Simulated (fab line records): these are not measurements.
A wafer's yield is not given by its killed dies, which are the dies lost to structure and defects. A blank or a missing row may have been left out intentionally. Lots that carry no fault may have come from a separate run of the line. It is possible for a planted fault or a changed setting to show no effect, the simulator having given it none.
Split-lot experiment ; flow n5-finfet ; 39 wafers read across 7 lots, on a route 1938 steps long

## THE SPLIT
At N5_BEOL_M12_ETCH_59 (etches BARC in N2/H2, target depth 89 nm, overetch 26.7 nm, time 67.9 s), the setting target-depth-a was moved away from the recipe's 890 angstrom on 9 of the 39 wafers read, by -57.7% to -38.0%. All remaining wafers had this setting at the recipe value.

The file shows no step between the split and the reading.

## THE READING
coat_of_BEOL_M12_COAT_04.thk-nm (the simulator's own value, which no gauge read), in nm, at N5_BEOL_M12_VIA_ETCH_16 (etches SiOC in C4F8/O2/Ar, target depth 724.8 nm). The file does not state a usual value for it. Across the 30 wafers here that went through the recipe, the average is 124.5 nm and the standard deviation 2.4 nm.

wafer;tool, chamber at the split;target-depth-a as run, angstrom;against the recipe;coat_of_BEOL_M12_COAT_04.thk-nm, nm;against lot-mates on the recipe
L074.1;rie-diel-03, 2;890;recipe;128.2;-
L074.2;rie-diel-03, 3;890;recipe;127.2;-
L074.3;rie-diel-03, 0;890;recipe;125.4;-
L074.4;rie-diel-03, 1;890;recipe;123.6;-
L074.5;rie-diel-03, 1;890;recipe;122.6;-
L074.6;rie-diel-03, 0;890;recipe;121.2;-
L079.1;rie-diel-01, 1;890;recipe;122.2;-
L079.4;rie-diel-01, 3;890;recipe;122.2;-
L079.2;rie-diel-01, 2;890;recipe;127.2;-
L079.3;rie-diel-01, 0;890;recipe;128.6;-
L079.5;rie-diel-01, 3;890;recipe;121.4;-
L079.6;rie-diel-01, 0;890;recipe;124;-
L081.1;rie-diel-04, 3;376.9;-57.7%;153;+28.1
L081.2;rie-diel-04, 2;890;recipe;124.8;-
L081.3;rie-diel-04, 0;376.9;-57.7%;158.6;+33.7
L081.4;rie-diel-04, 1;890;recipe;125;-
L081.5;rie-diel-04, 0;890;recipe;125;-
L081.6;rie-diel-04, 3;376.9;-57.7%;149.8;+24.9
L082.1;rie-diel-01, 1;551.7;-38.0%;144;+20.7
L082.2;rie-diel-01, 3;551.7;-38.0%;145.6;+22.3
L082.3;rie-diel-01, 2;890;recipe;124;-
L082.4;rie-diel-01, 2;890;recipe;124.6;-
L082.5;rie-diel-01, 1;890;recipe;121.2;-
L082.6;rie-diel-01, 3;551.7;-38.0%;142.2;+18.9
L083.2;rie-diel-04, 0;890;recipe;127.8;-
L083.3;rie-diel-04, 2;890;recipe;127.6;-
L083.4;rie-diel-04, 3;890;recipe;125;-
L093.1;rie-diel-03, 2;890;recipe;126.8;-
L093.2;rie-diel-03, 0;890;recipe;125;-
L093.3;rie-diel-03, 3;890;recipe;124.8;-
L093.4;rie-diel-03, 1;890;recipe;123.6;-
L093.5;rie-diel-03, 2;890;recipe;127.4;-
L093.6;rie-diel-03, 3;890;recipe;122;-
L095.1;rie-diel-03, 1;440.8;-50.5%;149;+26.9
L095.2;rie-diel-03, 0;890;recipe;124.8;-
L095.3;rie-diel-03, 2;440.8;-50.5%;147.6;+25.5
L095.4;rie-diel-03, 3;890;recipe;122.6;-
L095.5;rie-diel-03, 2;440.8;-50.5%;148.2;+26.1
L095.6;rie-diel-03, 1;890;recipe;118.8;-

FIT RESULTS
A straight line over all 39 wafers: coat_of_BEOL_M12_COAT_04.thk-nm changes by -0.496 nm for each +1% of target-depth-a; r = -0.97; the points scatter about the line by 2.5 nm.
The same after taking each lot's own level away (the mean of its wafers on the recipe; 39 wafers): -0.515 nm for each +1%; r = -0.98; scatter 2.2 nm.
That fit puts the effect of the largest move of target-depth-a on the reading at 30 nm.
The span of the lots' own levels, 122.07 to 126.80 nm, comes to 2.0 times the standard deviation stated above.
So the lot-to-lot level changes the slope little: the two slopes agree.
Check: for one of the wafers moved furthest among these (-57.7%), held out of the fit, the line's prediction against its lot-mates is +30 nm. Against them it came out at +28.1 nm.

## THE WHOLE CHAIN: every reading that the file lists as answering this split, in the file's order
step;what it does;reading;change (the file's fit);r (the file's)
N5_BEOL_M12_ETCH_59;etches BARC in N2/H2, target depth 89 nm, overetch 26.7 nm, time 67.9 s;coat_of_BEOL_M12_COAT_04.thk-nm (the simulator's own value, which no gauge read);-0.474 nm for each +1% of the setting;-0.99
N5_BEOL_M12_ETCH_59;etches BARC in N2/H2, target depth 89 nm, overetch 26.7 nm, time 67.9 s;etch.depth-nm (the simulator's own value, which no gauge read);+0.365 nm for each +1% of the setting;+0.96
N5_BEOL_M12_VIA_ETCH_16;etches SiOC in C4F8/O2/Ar, target depth 724.8 nm;coat_of_BEOL_M12_COAT_04.thk-nm (the simulator's own value, which no gauge read);-0.516 nm for each +1% of the setting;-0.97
N5_BEOL_M12_STRIP_63;strips in N2/H2;strip-time-to-endpoint-s;withheld for each +1% of the setting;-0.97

## FILE'S OWN FIT
coat_of_BEOL_M12_COAT_04.thk-nm changes by -0.516 nm for each +1% of target-depth-a, r = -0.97.
